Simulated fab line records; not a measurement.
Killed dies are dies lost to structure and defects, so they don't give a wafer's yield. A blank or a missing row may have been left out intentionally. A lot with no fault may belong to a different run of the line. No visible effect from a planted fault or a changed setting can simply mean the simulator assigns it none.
The tool behind it: which one? | flow n5_finfet | 72 wafers from 24 lots sampled at 4 of the route's 1938 steps

## WHAT THE GAUGES READ, wafer by wafer
N5_MOL_CONTACT_COAG_THK_MEAS_53.
lot  | measured     | on            | VIA_MOL_THK (nm)
L074 | day 5 06:22  | film_metro-01 | 43.1 43.6 44.6
L075 | day 5 15:07  | film_metro-01 | 43.1 44.0 44.3
L076 | day 5 19:15  | film_metro-02 | 42.9 43.7 43.9
L077 | day 5 22:37  | film_metro-02 | 43.3 43.8 44.6
L078 | day 6 04:43  | film_metro-02 | 42.5 43.0 43.3
L079 | day 6 13:25  | film_metro-01 | 42.8 44.6 43.2
L080 | day 6 21:52  | film_metro-02 | 43.5 44.4 44.3
L081 | day 7 02:51  | film_metro-02 | 43.5 43.8 44.6
L082 | day 7 04:22  | film_metro-01 | 43.4 42.9 43.5
L083 | day 7 12:54  | film_metro-01 | 42.8 42.8 43.6
L084 | day 7 19:45  | film_metro-01 | 43.7 43.7 44.0
L085 | day 7 22:47  | film_metro-02 | 42.9 43.7 43.3
L086 | day 8 10:25  | film_metro-02 | 42.9 43.9 44.5
L087 | day 8 14:08  | film_metro-02 | 43.1 43.4 44.1
L088 | day 8 17:58  | film_metro-02 | 44.0 43.5 44.4
L089 | day 9 03:01  | film_metro-02 | 42.7 42.6 43.0
L090 | day 9 08:05  | film_metro-02 | 44.1 43.1 43.2
L091 | day 9 10:56  | film_metro-01 | 44.2 44.0 44.7
L092 | day 9 13:51  | film_metro-02 | 44.4 44.8 43.6
L093 | day 9 20:25  | film_metro-01 | 43.0 43.1 44.9
L094 | day 10 14:08 | film_metro-02 | 43.8 44.5 43.8
L095 | day 10 14:22 | film_metro-01 | 43.2 43.8 44.0
L096 | day 10 20:26 | film_metro-02 | 43.5 43.2 43.9
L097 | day 11 01:23 | film_metro-01 | 43.0 43.9 43.6

## TOOL THAT RAN EACH LOT (tool first, then ch and the chambers of the sampled wafers, then the start)
lot  | N5_GATE_CUT_VAPOR_ETCH_51         | N5_MOL_CONTACT_COAG_ETCH_105       | N5_MOL_CONTACT_COAG_ALD_133
L074 | rie_metal-03 ch 0,1, day 4 13:10  | rie_diel-04 ch 0,2,3, day 4 16:27  | ald_sin-01 ch 0,1,3, day 5 04:56
L075 | rie_metal-03 ch 0,1, day 4 19:25  | rie_diel-03 ch 1,2,3, day 5 00:09  | ald_sin-02 ch 0,1,3, day 5 13:38
L076 | rie_metal-02 ch 0,1, day 4 22:42  | rie_diel-04 ch 2,3, day 5 01:55    | ald_sin-02 ch 0,1, day 5 17:48
L077 | rie_metal-02 ch 1, day 5 05:50    | rie_diel-02 ch 1,2,3, day 5 09:02  | ald_sin-03 ch 0,3, day 5 20:56
L078 | rie_metal-02 ch 0,1, day 5 12:07  | rie_diel-03 ch 1,2, day 5 15:29    | ald_sin-01 ch 0,1,3, day 6 03:11
L079 | rie_metal-02 ch 1, day 5 20:59    | rie_diel-02 ch 1,2,3, day 6 01:07  | ald_sin-01 ch 1,2, day 6 11:52
L080 | rie_metal-01 ch 1, day 6 05:38    | rie_diel-02 ch 2,3, day 6 09:46    | ald_sin-02 ch 0,1,3, day 6 20:13
L081 | rie_metal-01 ch 0,1, day 6 09:29  | rie_diel-03 ch 2,3, day 6 14:34    | ald_sin-02 ch 0,3, day 7 01:21
L082 | rie_metal-03 ch 0,1, day 6 12:31  | rie_diel-04 ch 1,2,3, day 6 15:56  | ald_sin-02 ch 0,2,3, day 7 02:56
L083 | rie_metal-01 ch 0,1, day 6 18:10  | rie_diel-02 ch 0,2,3, day 6 21:22  | ald_sin-02 ch 1,2,3, day 7 11:27
L084 | rie_metal-03 ch 0,1, day 7 02:49  | rie_diel-03 ch 1,2,3, day 7 06:08  | ald_sin-03 ch 0,2,3, day 7 18:19
L085 | rie_metal-02 ch 0,1, day 7 05:28  | rie_diel-04 ch 0,3, day 7 08:58    | ald_sin-02 ch 0,1,2, day 7 20:59
L086 | rie_metal-01 ch 0,1, day 7 13:42  | rie_diel-03 ch 1,3, day 7 16:55    | ald_sin-02 ch 0,1,2, day 8 08:59
L087 | rie_metal-03 ch 0,1, day 7 19:28  | rie_diel-02 ch 0,2,3, day 7 22:49  | ald_sin-02 ch 0,1,3, day 8 12:35
L088 | rie_metal-03 ch 1, day 8 00:55    | rie_diel-03 ch 1,2,3, day 8 04:10  | ald_sin-01 ch 0,1,2, day 8 16:28
L089 | rie_metal-01 ch 0,1, day 8 07:41  | rie_diel-03 ch 1,2,3, day 8 11:04  | ald_sin-03 ch 0,2,3, day 9 01:22
L090 | rie_metal-01 ch 0,1, day 8 10:56  | rie_diel-04 ch 1,2,3, day 8 14:31  | ald_sin-02 ch 0,1,2, day 9 06:34
L091 | rie_metal-03 ch 0,1, day 8 17:01  | rie_diel-03 ch 1,2, day 8 20:24    | ald_sin-02 ch 2,3, day 9 09:22
L092 | rie_metal-03 ch 0,1, day 8 21:23  | rie_diel-03 ch 0,1,2, day 9 01:27  | ald_sin-02 ch 0,1,3, day 9 12:22
L093 | rie_metal-01 ch 0,1, day 9 05:31  | rie_diel-02 ch 1,2,3, day 9 08:48  | ald_sin-01 ch 1,2,3, day 9 18:53
L094 | rie_metal-01 ch 0,1, day 9 19:01  | rie_diel-03 ch 0,1,2, day 9 22:33  | ald_sin-03 ch 1,3, day 10 11:58
L095 | rie_metal-01 ch 0,1, day 9 19:28  | rie_diel-04 ch 0,1,3, day 9 23:28  | ald_sin-03 ch 1,3, day 10 12:09
L096 | rie_metal-03 ch 0, day 10 02:33   | rie_diel-03 ch 0,3, day 10 06:13   | ald_sin-01 ch 0,1,3, day 10 19:00
L097 | rie_metal-01 ch 0,1, day 10 09:07 | rie_diel-02 ch 0,1,3, day 10 12:51 | ald_sin-01 ch 0,2,3, day 10 23:52
- N5_GATE_CUT_VAPOR_ETCH_51: etches HfO2 in BCl3/Cl2.
- N5_MOL_CONTACT_COAG_ETCH_105: etches SiARC in CF4, target depth 15.6 nm, time 26 s.
- N5_MOL_CONTACT_COAG_ALD_133: deposits SiO2, target thk 5 nm, pulse time 1 s, co reactant pulse time 1 s.

## WHAT THE TOOLS THEMSELVES READ (means of the sampled wafers that have a number; where no wafer has one, the mark that the record gives instead)
N5_GATE_CUT_VAPOR_ETCH_51.
lot  | tool         | drypump_motor_current_A (A) | oes_product_au (a.u.)
L074 | rie_metal-03 | 5.5                         | 0.83
L075 | rie_metal-03 | 5.8                         | 0.86
L076 | rie_metal-02 | 5.8                         | 0.65
L077 | rie_metal-02 | 5.6                         | 0.64
L078 | rie_metal-02 | 5.7                         | 0.65
L079 | rie_metal-02 | 5.6                         | 0.64
L080 | rie_metal-01 | 6.4                         | 0.67
L081 | rie_metal-01 | 5.8                         | 0.66
L082 | rie_metal-03 | 5.5                         | 0.82
L083 | rie_metal-01 | 5.8                         | 0.65
L084 | rie_metal-03 | 5.5                         | 0.81
L085 | rie_metal-02 | 5.8                         | 0.64
L086 | rie_metal-01 | 5.8                         | 0.65
L087 | rie_metal-03 | 5.5                         | 0.82
L088 | rie_metal-03 | 5.1                         | 0.80
L089 | rie_metal-01 | 6.1                         | 0.66
L090 | rie_metal-01 | 5.9                         | 0.65
L091 | rie_metal-03 | 5.5                         | 0.81
L092 | rie_metal-03 | 5.8                         | 0.84
L093 | rie_metal-01 | 5.8                         | 0.65
L094 | rie_metal-01 | 6.1                         | 0.65
L095 | rie_metal-01 | 5.8                         | 0.65
L096 | rie_metal-03 | 6.2                         | 0.84
L097 | rie_metal-01 | 5.8                         | 0.64

N5_MOL_CONTACT_COAG_ETCH_105.
lot  | tool        | drypump_motor_current_A (A) | etch_rf_on_time_s (s) | oes_product_au (a.u.) | rf_vpp_V (V) | showerhead_plenum_p_Torr (Torr) | throttle_valve_pct (%)
L074 | rie_diel-04 | 5.4                         | 26.1                  | 0.60                  | 183.6        | 2.10                            | 15.72
L075 | rie_diel-03 | 5.4                         | 26.1                  | 0.67                  | 184.1        | 2.15                            | 15.52
L076 | rie_diel-04 | 5.5                         | 26.0                  | 0.60                  | 184.2        | 2.10                            | 15.70
L077 | rie_diel-02 | 5.6                         | 26.5                  | 0.73                  | 183.9        | 2.16                            | 15.34
L078 | rie_diel-03 | 5.5                         | 26.0                  | 0.69                  | 183.7        | 2.10                            | 15.39
L079 | rie_diel-02 | 5.6                         | 26.2                  | 0.72                  | 184.8        | 2.15                            | 15.35
L080 | rie_diel-02 | 5.2                         | 25.6                  | 0.77                  | 183.5        | 2.14                            | 15.33
L081 | rie_diel-03 | 5.7                         | 26.5                  | 0.62                  | 184.4        | 2.16                            | 15.65
L082 | rie_diel-04 | 5.8                         | 26.0                  | 0.61                  | 184.3        | 2.14                            | 15.78
L083 | rie_diel-02 | 5.1                         | 25.6                  | 0.72                  | 184.3        | 2.13                            | 15.58
L084 | rie_diel-03 | 5.4                         | 26.1                  | 0.66                  | 184.9        | 2.15                            | 15.56
L085 | rie_diel-04 | 5.8                         | 26.5                  | 0.58                  | 183.5        | 2.09                            | 15.73
L086 | rie_diel-03 | 5.2                         | 26.3                  | 0.69                  | 183.8        | 2.14                            | 15.45
L087 | rie_diel-02 | 5.2                         | 25.6                  | 0.71                  | 184.5        | 2.13                            | 15.60
L088 | rie_diel-03 | 5.4                         | 26.1                  | 0.65                  | 183.9        | 2.15                            | 15.57
L089 | rie_diel-03 | 5.4                         | 26.2                  | 0.65                  | 184.2        | 2.15                            | 15.58
L090 | rie_diel-04 | 5.7                         | 26.1                  | 0.74                  | 184.3        | 2.13                            | 15.46
L091 | rie_diel-03 | 5.5                         | 26.0                  | 0.67                  | 183.3        | 2.09                            | 15.45
L092 | rie_diel-03 | 5.7                         | 25.9                  | 0.68                  | 183.8        | 2.09                            | 15.57
L093 | rie_diel-02 | 5.6                         | 25.8                  | 0.77                  | 184.5        | 2.14                            | 15.25
L094 | rie_diel-03 | 5.8                         | 25.9                  | 0.68                  | 183.6        | 2.09                            | 15.61
L095 | rie_diel-04 | 5.7                         | 26.0                  | 0.74                  | 183.5        | 2.13                            | 15.51
L096 | rie_diel-03 | 5.5                         | 25.8                  | 0.66                  | 184.5        | 2.18                            | 15.76
L097 | rie_diel-02 | 5.6                         | 25.8                  | 0.71                  | 183.7        | 2.13                            | 15.51

N5_MOL_CONTACT_COAG_ALD_133.
lot  | tool       | chamber_pressure_Torr (Torr) | heater_power_w (W) | precursor_pulse_height_rel | susceptor_temp_C (C)
L074 | ald_sin-01 | 1.999                        | 78                 | 1.006                      | 99.95
L075 | ald_sin-02 | 2.002                        | 76                 | 1.018                      | 99.94
L076 | ald_sin-02 | 2.001                        | 71                 | 1.032                      | 100.07
L077 | ald_sin-03 | 1.998                        | 88                 | 0.998                      | 100.04
L078 | ald_sin-01 | 1.999                        | 79                 | 0.994                      | 100.15
L079 | ald_sin-01 | 2.003                        | 88                 | 1.010                      | 99.95
L080 | ald_sin-02 | 2.000                        | 76                 | 1.001                      | 100.11
L081 | ald_sin-02 | 1.998                        | 69                 | 0.998                      | 99.93
L082 | ald_sin-02 | 1.996                        | 69                 | 1.009                      | 99.88
L083 | ald_sin-02 | 2.002                        | 78                 | 1.010                      | 99.95
L084 | ald_sin-03 | 2.001                        | 85                 | 0.998                      | 99.98
L085 | ald_sin-02 | 2.001                        | 74                 | 1.014                      | 99.94
L086 | ald_sin-02 | 1.999                        | 73                 | 1.001                      | 99.87
L087 | ald_sin-02 | 1.993                        | 75                 | 0.983                      | 100.15
L088 | ald_sin-01 | 2.000                        | 86                 | 1.011                      | 100.17
L089 | ald_sin-03 | 1.997                        | 82                 | 1.021                      | 100.04
L090 | ald_sin-02 | 1.999                        | 73                 | 1.009                      | 100.02
L091 | ald_sin-02 | 2.004                        | 76                 | 1.008                      | 99.90
L092 | ald_sin-02 | 1.999                        | 76                 | 1.003                      | 99.98
L093 | ald_sin-01 | 2.000                        | 85                 | 0.988                      | 99.99
L094 | ald_sin-03 | 1.993                        | 88                 | 0.988                      | 100.00
L095 | ald_sin-03 | 1.997                        | 79                 | 1.006                      | 100.02
L096 | ald_sin-01 | 1.995                        | 78                 | 0.997                      | 100.03
L097 | ald_sin-01 | 1.996                        | 84                 | 0.995                      | 99.93

## THE ANSWER, worked out from the rows above alone
Rule: what is usual is taken from the lots themselves. The widest of any qualifying gaps counts: lots, ordered by their means at a reading, are off when they make up no more than a third of the lots, leave a main group of 4 or more, and stand apart from it by 3 or more times the standard deviation of that group's means. If all means in a main group match to the digits the tables above print for the reading, that group is not used. Also off: a lot with no number at a reading for which 4 or more lots have one. Where the step has rows for the other lots, those lots are counted as sound. First the gauges in route order, then the tools' own readings, where a lot's mean is used as printed above. At the first step where some lot is off, the reading lying furthest off is the one used; lots without a number count as furthest.
Nothing can be told from this: no lot is off at any reading shown.

## WHAT WAS PUT IN BY THE SIMULATOR
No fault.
